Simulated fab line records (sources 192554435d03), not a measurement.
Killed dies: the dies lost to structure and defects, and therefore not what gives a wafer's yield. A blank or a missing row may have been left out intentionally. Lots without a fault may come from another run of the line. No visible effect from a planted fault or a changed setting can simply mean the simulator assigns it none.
Split-lot trial / flow n5-finfet / 21 wafers read from 7 lots, route of 1938 steps

## THE SPLIT ITSELF
At N5_DUMMY_GATE_COAT_28 (time 60 s, resist thk 10 nm), the setting spin-rpm was moved away from the recipe's 1500 rpm on 8 of the 21 wafers read, by -7.5% to +10.4%. This setting was run at the recipe's value on the other wafers.

The split's own step is where the reading is taken.

## THE READING
underlayer_of_DUMMY_GATE_COAT_28.thk-nm (the simulator's own value, which no gauge read), in nm, at N5_DUMMY_GATE_COAT_28 (time 60 s, resist thk 10 nm). The file gives no usual value for it.

wafer=L076.2; tool, chamber at the split=litho-track-04, 0; spin-rpm as run, rpm=1500; against the recipe=recipe; underlayer_of_DUMMY_GATE_COAT_28.thk-nm, nm=10; against lot-mates on the recipe=-
wafer=L076.4; tool, chamber at the split=litho-track-04, 0; spin-rpm as run, rpm=1500; against the recipe=recipe; underlayer_of_DUMMY_GATE_COAT_28.thk-nm, nm=10; against lot-mates on the recipe=-
wafer=L076.6; tool, chamber at the split=litho-track-04, 0; spin-rpm as run, rpm=1656; against the recipe=+10.4%; underlayer_of_DUMMY_GATE_COAT_28.thk-nm, nm=9.6; against lot-mates on the recipe=-0.4
wafer=L082.1; tool, chamber at the split=litho-track-04, 0; spin-rpm as run, rpm=1616; against the recipe=+7.7%; underlayer_of_DUMMY_GATE_COAT_28.thk-nm, nm=9.6; against lot-mates on the recipe=-0.4
wafer=L082.4; tool, chamber at the split=litho-track-04, 0; spin-rpm as run, rpm=1616; against the recipe=+7.7%; underlayer_of_DUMMY_GATE_COAT_28.thk-nm, nm=9.6; against lot-mates on the recipe=-0.4
wafer=L082.2; tool, chamber at the split=litho-track-04, 0; spin-rpm as run, rpm=1500; against the recipe=recipe; underlayer_of_DUMMY_GATE_COAT_28.thk-nm, nm=10; against lot-mates on the recipe=-
wafer=L085.2; tool, chamber at the split=litho-track-04, 0; spin-rpm as run, rpm=1588; against the recipe=+5.9%; underlayer_of_DUMMY_GATE_COAT_28.thk-nm, nm=9.8; against lot-mates on the recipe=-0.2
wafer=L085.3; tool, chamber at the split=litho-track-04, 0; spin-rpm as run, rpm=1500; against the recipe=recipe; underlayer_of_DUMMY_GATE_COAT_28.thk-nm, nm=10; against lot-mates on the recipe=-
wafer=L085.5; tool, chamber at the split=litho-track-04, 0; spin-rpm as run, rpm=1588; against the recipe=+5.9%; underlayer_of_DUMMY_GATE_COAT_28.thk-nm, nm=9.6; against lot-mates on the recipe=-0.4
wafer=L090.1; tool, chamber at the split=litho-track-05, 0; spin-rpm as run, rpm=1500; against the recipe=recipe; underlayer_of_DUMMY_GATE_COAT_28.thk-nm, nm=10; against lot-mates on the recipe=-
wafer=L090.2; tool, chamber at the split=litho-track-05, 0; spin-rpm as run, rpm=1500; against the recipe=recipe; underlayer_of_DUMMY_GATE_COAT_28.thk-nm, nm=10; against lot-mates on the recipe=-
wafer=L090.6; tool, chamber at the split=litho-track-05, 0; spin-rpm as run, rpm=1500; against the recipe=recipe; underlayer_of_DUMMY_GATE_COAT_28.thk-nm, nm=10; against lot-mates on the recipe=-
wafer=L091.1; tool, chamber at the split=litho-track-05, 0; spin-rpm as run, rpm=1388; against the recipe=-7.5%; underlayer_of_DUMMY_GATE_COAT_28.thk-nm, nm=10.4; against lot-mates on the recipe=+0.4
wafer=L091.5; tool, chamber at the split=litho-track-05, 0; spin-rpm as run, rpm=1388; against the recipe=-7.5%; underlayer_of_DUMMY_GATE_COAT_28.thk-nm, nm=10.4; against lot-mates on the recipe=+0.4
wafer=L091.4; tool, chamber at the split=litho-track-05, 0; spin-rpm as run, rpm=1500; against the recipe=recipe; underlayer_of_DUMMY_GATE_COAT_28.thk-nm, nm=10; against lot-mates on the recipe=-
wafer=L095.4; tool, chamber at the split=litho-track-05, 0; spin-rpm as run, rpm=1500; against the recipe=recipe; underlayer_of_DUMMY_GATE_COAT_28.thk-nm, nm=10; against lot-mates on the recipe=-
wafer=L095.6; tool, chamber at the split=litho-track-05, 0; spin-rpm as run, rpm=1500; against the recipe=recipe; underlayer_of_DUMMY_GATE_COAT_28.thk-nm, nm=10; against lot-mates on the recipe=-
wafer=L095.5; tool, chamber at the split=litho-track-05, 0; spin-rpm as run, rpm=1656; against the recipe=+10.4%; underlayer_of_DUMMY_GATE_COAT_28.thk-nm, nm=9.6; against lot-mates on the recipe=-0.4
wafer=L096.3; tool, chamber at the split=litho-track-04, 0; spin-rpm as run, rpm=1500; against the recipe=recipe; underlayer_of_DUMMY_GATE_COAT_28.thk-nm, nm=10; against lot-mates on the recipe=-
wafer=L096.5; tool, chamber at the split=litho-track-04, 0; spin-rpm as run, rpm=1500; against the recipe=recipe; underlayer_of_DUMMY_GATE_COAT_28.thk-nm, nm=10; against lot-mates on the recipe=-
wafer=L096.6; tool, chamber at the split=litho-track-04, 0; spin-rpm as run, rpm=1500; against the recipe=recipe; underlayer_of_DUMMY_GATE_COAT_28.thk-nm, nm=10; against lot-mates on the recipe=-

FIT RESULTS
A straight line over all 21 wafers: underlayer_of_DUMMY_GATE_COAT_28.thk-nm changes by -0.047 nm for each +1% of spin-rpm; r = -0.98; the points scatter about the line by 0.048 nm.
The same after taking each lot's own level away (the mean of its wafers on the recipe; 21 wafers): -0.047 nm for each +1%; r = -0.98; scatter 0.048 nm.
The reading moves by 0.49 nm for the largest change in spin-rpm, on that fit.
The lots' own levels span 10.00 to 10.00 nm.
The two slopes are in agreement: the lot-to-lot level therefore moves the slope only a little.
Check: -0.503 nm against its lot-mates is what the line predicts for one of the wafers moved furthest among these (+10.4%) when that wafer is left out of the fit. It came out at -0.4 nm against them.

## THE OTHER SPLITS THESE WAFERS WENT THROUGH
Other splits were also applied to these wafers ahead of the reading. Each is held against what the fit with the lots' levels taken away leaves over:
other split on the same wafers=N5_ZERO_LAYER_ETCH_18 icp-w; wafers away from the commonest value=3; r with underlayer_of_DUMMY_GATE_COAT_28.thk-nm (lot level and that fit taken away)=+0.03
other split on the same wafers=N5_WELL_APT_EXPOSE_05 dose-mj; wafers away from the commonest value=7; r with underlayer_of_DUMMY_GATE_COAT_28.thk-nm (lot level and that fit taken away)=-0.22

## FILE'S OWN FIT
underlayer_of_DUMMY_GATE_COAT_28.thk-nm changes by -0.0441 nm for each +1% of spin-rpm, r = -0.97.
